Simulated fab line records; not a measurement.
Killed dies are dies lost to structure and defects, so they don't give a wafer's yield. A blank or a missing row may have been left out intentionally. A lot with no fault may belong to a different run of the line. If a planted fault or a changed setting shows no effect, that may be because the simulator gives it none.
Chamber matching :: flow nand-harc :: NHARC_P_ZERO_WELL_ETCH_63 on rie-si-06: 4 sister chambers
The step etches the open film in HBr/Cl2, target depth 120 nm, time 40.1 s. 7 wafers are shown with their chamber, then 9 later ones without.

## WAFERS, EACH WITH ITS CHAMBER
wafer: L076.2
chamber: 0
drypump-motor-current-A (A): 6.1
oes-product-au (a.u.): 0.995

wafer: L076.4
chamber: 3
drypump-motor-current-A (A): 6.5
oes-product-au (a.u.): 0.966

wafer: L077.3
chamber: 3
drypump-motor-current-A (A): 6.4
oes-product-au (a.u.): 0.978

wafer: L077.5
chamber: 2
drypump-motor-current-A (A): 5.6
oes-product-au (a.u.): 0.992

wafer: L078.1
chamber: 2
drypump-motor-current-A (A): 5.6
oes-product-au (a.u.): 0.981

wafer: L078.2
chamber: 1
drypump-motor-current-A (A): 5.9
oes-product-au (a.u.): 1.014

wafer: L078.5
chamber: 1
drypump-motor-current-A (A): 5.9
oes-product-au (a.u.): 0.995

## WAFERS WITH NO CHAMBER GIVEN
wafer: L080.1
drypump-motor-current-A (A): 6.1
oes-product-au (a.u.): 1.002

wafer: L080.3
drypump-motor-current-A (A): 6.5
oes-product-au (a.u.): 1.005

wafer: L080.5
drypump-motor-current-A (A): 5.6
oes-product-au (a.u.): 0.992

wafer: L084.2
drypump-motor-current-A (A): 6.1
oes-product-au (a.u.): 0.988

wafer: L084.4
drypump-motor-current-A (A): 6.5
oes-product-au (a.u.): 1.003

wafer: L084.5
drypump-motor-current-A (A): 5.9
oes-product-au (a.u.): 0.997

wafer: L087.1
drypump-motor-current-A (A): 6.4
oes-product-au (a.u.): 1.001

wafer: L087.5
drypump-motor-current-A (A): 5.6
oes-product-au (a.u.): 0.983

wafer: L087.6
drypump-motor-current-A (A): 6.4
oes-product-au (a.u.): 1.003

## WHICH CHAMBER EACH WENT THROUGH
wafer: L080.1
from the rows above: 0
in truth: 0

wafer: L080.3
from the rows above: 3
in truth: 3

wafer: L080.5
from the rows above: 2
in truth: 2

wafer: L084.2
from the rows above: 0
in truth: 0

wafer: L084.4
from the rows above: 3
in truth: 3

wafer: L084.5
from the rows above: 1
in truth: 1

wafer: L087.1
from the rows above: 3
in truth: 3

wafer: L087.5
from the rows above: 2
in truth: 2

wafer: L087.6
from the rows above: 3
in truth: 3
Correctly placed: 9 of 9. Can't be placed from these rows: 0. Placed wrongly: 0.
How it was worked out, from the rows above alone: a wafer's distance from a chamber is the root of the sum, over the readings, of the square of ((its reading less the chamber's mean) divided by the reading's scatter). If the next closest chamber is less than 2 further off than the closest, the wafer can't be placed; otherwise it belongs to the closest. A chamber's mean is the mean of its shown wafers. How the scatter is found: for the shown wafers, subtract from each reading the mean of its chamber, square and add these, divide the total by (wafers less chambers), then take the root.
